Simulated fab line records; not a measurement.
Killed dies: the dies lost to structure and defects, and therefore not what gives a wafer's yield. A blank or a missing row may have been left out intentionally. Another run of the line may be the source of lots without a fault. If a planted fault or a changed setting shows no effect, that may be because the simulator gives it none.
Chamber matching || flow n5_finfet || rie_diel-04 running N5_BEOL_M10_STRIP_67: 4 sister chambers
The step strips in CF4. 22 wafers are shown with their chamber, then 11 later ones without.

== WAFERS PAIRED WITH THEIR CHAMBERS ==
{"wafer": "L074.3", "chamber": 2, "showerhead_plenum_p_Torr (Torr)": 1.77, "drypump_motor_current_A (A)": 5.3, "throttle_valve_pct (%)": 13.90}
{"wafer": "L074.5", "chamber": 3, "showerhead_plenum_p_Torr (Torr)": 1.77, "drypump_motor_current_A (A)": 6.1, "throttle_valve_pct (%)": 13.14}
{"wafer": "L074.6", "chamber": 0, "showerhead_plenum_p_Torr (Torr)": 1.92, "drypump_motor_current_A (A)": 5.6, "throttle_valve_pct (%)": 13.65}
{"wafer": "L077.2", "chamber": 3, "showerhead_plenum_p_Torr (Torr)": 1.76, "drypump_motor_current_A (A)": 6.0, "throttle_valve_pct (%)": 13.17}
{"wafer": "L077.3", "chamber": 2, "showerhead_plenum_p_Torr (Torr)": 1.76, "drypump_motor_current_A (A)": 5.3, "throttle_valve_pct (%)": 13.94}
{"wafer": "L077.4", "chamber": 3, "showerhead_plenum_p_Torr (Torr)": 1.76, "drypump_motor_current_A (A)": 6.0, "throttle_valve_pct (%)": 13.17}
{"wafer": "L078.3", "chamber": 2, "showerhead_plenum_p_Torr (Torr)": 1.76, "drypump_motor_current_A (A)": 5.3, "throttle_valve_pct (%)": 13.93}
{"wafer": "L078.4", "chamber": 3, "showerhead_plenum_p_Torr (Torr)": 1.76, "drypump_motor_current_A (A)": 6.0, "throttle_valve_pct (%)": 13.18}
{"wafer": "L078.6", "chamber": 2, "showerhead_plenum_p_Torr (Torr)": 1.76, "drypump_motor_current_A (A)": 5.3, "throttle_valve_pct (%)": 13.94}
{"wafer": "L080.1", "chamber": 3, "showerhead_plenum_p_Torr (Torr)": 1.76, "drypump_motor_current_A (A)": 6.1, "throttle_valve_pct (%)": 13.19}
{"wafer": "L080.2", "chamber": 1, "showerhead_plenum_p_Torr (Torr)": 1.84, "drypump_motor_current_A (A)": 5.4, "throttle_valve_pct (%)": 13.48}
{"wafer": "L080.3", "chamber": 2, "showerhead_plenum_p_Torr (Torr)": 1.76, "drypump_motor_current_A (A)": 5.3, "throttle_valve_pct (%)": 13.33}
{"wafer": "L082.2", "chamber": 2, "showerhead_plenum_p_Torr (Torr)": 1.76, "drypump_motor_current_A (A)": 5.3, "throttle_valve_pct (%)": 13.33}
{"wafer": "L082.3", "chamber": 0, "showerhead_plenum_p_Torr (Torr)": 1.91, "drypump_motor_current_A (A)": 5.6, "throttle_valve_pct (%)": 13.70}
{"wafer": "L082.6", "chamber": 2, "showerhead_plenum_p_Torr (Torr)": 1.76, "drypump_motor_current_A (A)": 5.3, "throttle_valve_pct (%)": 13.33}
{"wafer": "L083.1", "chamber": 3, "showerhead_plenum_p_Torr (Torr)": 1.76, "drypump_motor_current_A (A)": 6.0, "throttle_valve_pct (%)": 13.20}
{"wafer": "L083.3", "chamber": 0, "showerhead_plenum_p_Torr (Torr)": 1.91, "drypump_motor_current_A (A)": 5.6, "throttle_valve_pct (%)": 13.68}
{"wafer": "L083.6", "chamber": 3, "showerhead_plenum_p_Torr (Torr)": 1.76, "drypump_motor_current_A (A)": 6.1, "throttle_valve_pct (%)": 13.21}
{"wafer": "L089.1", "chamber": 0, "showerhead_plenum_p_Torr (Torr)": 1.91, "drypump_motor_current_A (A)": 5.6, "throttle_valve_pct (%)": 13.73}
{"wafer": "L089.3", "chamber": 1, "showerhead_plenum_p_Torr (Torr)": 1.83, "drypump_motor_current_A (A)": 5.5, "throttle_valve_pct (%)": 13.52}
{"wafer": "L089.4", "chamber": 2, "showerhead_plenum_p_Torr (Torr)": 1.76, "drypump_motor_current_A (A)": 5.3, "throttle_valve_pct (%)": 13.37}
{"wafer": "L091.3", "chamber": 2, "showerhead_plenum_p_Torr (Torr)": 1.75, "drypump_motor_current_A (A)": 5.3, "throttle_valve_pct (%)": 13.39}

SIGNATURES (averages over the wafers above)
{"reading": "showerhead_plenum_p_Torr", "chamber 0": 1.9125, "chamber 1": 1.8350, "chamber 2": 1.7600, "chamber 3": 1.7614, "scatter within a chamber": 0.00478}
{"reading": "drypump_motor_current_A", "chamber 0": 5.600, "chamber 1": 5.450, "chamber 2": 5.300, "chamber 3": 6.043, "scatter within a chamber": 0.0351}
{"reading": "throttle_valve_pct", "chamber 0": 13.6900, "chamber 1": 13.5000, "chamber 2": 13.6067, "chamber 3": 13.1800, "scatter within a chamber": 0.205}
Rule: distance of a wafer from a chamber = root of the sum over the readings of ((wafer's reading minus chamber's mean) / reading's scatter) squared. The wafer belongs to the nearest chamber; if the next one is less than 2 further off, it can't be placed. The scatter: the root of (the sum of the squares of (reading less its chamber's mean) over the shown wafers, divided by (wafers less chambers)).

== WAFERS WHOSE CHAMBER IS MISSING ==
{"wafer": "L091.4", "showerhead_plenum_p_Torr (Torr)": 1.90, "drypump_motor_current_A (A)": 5.6, "throttle_valve_pct (%)": 13.73}
{"wafer": "L091.6", "showerhead_plenum_p_Torr (Torr)": 1.90, "drypump_motor_current_A (A)": 5.6, "throttle_valve_pct (%)": 13.73}
{"wafer": "L092.2", "showerhead_plenum_p_Torr (Torr)": 1.75, "drypump_motor_current_A (A)": 5.3, "throttle_valve_pct (%)": 13.43}
{"wafer": "L092.4", "showerhead_plenum_p_Torr (Torr)": 1.83, "drypump_motor_current_A (A)": 5.5, "throttle_valve_pct (%)": 12.97}
{"wafer": "L092.6", "showerhead_plenum_p_Torr (Torr)": 1.75, "drypump_motor_current_A (A)": 6.1, "throttle_valve_pct (%)": 13.26}
{"wafer": "L096.2", "showerhead_plenum_p_Torr (Torr)": 1.90, "drypump_motor_current_A (A)": 5.6, "throttle_valve_pct (%)": 13.80}
{"wafer": "L096.3", "showerhead_plenum_p_Torr (Torr)": 1.83, "drypump_motor_current_A (A)": 5.4, "throttle_valve_pct (%)": 13.00}
{"wafer": "L096.5", "showerhead_plenum_p_Torr (Torr)": 1.83, "drypump_motor_current_A (A)": 5.4, "throttle_valve_pct (%)": 13.00}
{"wafer": "L097.2", "showerhead_plenum_p_Torr (Torr)": 1.83, "drypump_motor_current_A (A)": 5.5, "throttle_valve_pct (%)": 12.98}
{"wafer": "L097.4", "showerhead_plenum_p_Torr (Torr)": 1.75, "drypump_motor_current_A (A)": 5.3, "throttle_valve_pct (%)": 13.44}
{"wafer": "L097.5", "showerhead_plenum_p_Torr (Torr)": 1.83, "drypump_motor_current_A (A)": 5.4, "throttle_valve_pct (%)": 13.02}

== WHICH CHAMBER EACH WENT THROUGH ==
{"wafer": "L091.4", "from the rows above": 0, "in truth": 0}
{"wafer": "L091.6", "from the rows above": 0, "in truth": 0}
{"wafer": "L092.2", "from the rows above": 2, "in truth": 2}
{"wafer": "L092.4", "from the rows above": 1, "in truth": 1}
{"wafer": "L092.6", "from the rows above": 3, "in truth": 3}
{"wafer": "L096.2", "from the rows above": 0, "in truth": 0}
{"wafer": "L096.3", "from the rows above": 1, "in truth": 1}
{"wafer": "L096.5", "from the rows above": 1, "in truth": 1}
{"wafer": "L097.2", "from the rows above": 1, "in truth": 1}
{"wafer": "L097.4", "from the rows above": 2, "in truth": 2}
{"wafer": "L097.5", "from the rows above": 1, "in truth": 1}
Placed correctly: 11 of 11. Left unplaced by these rows: 0. 0 placed wrongly.
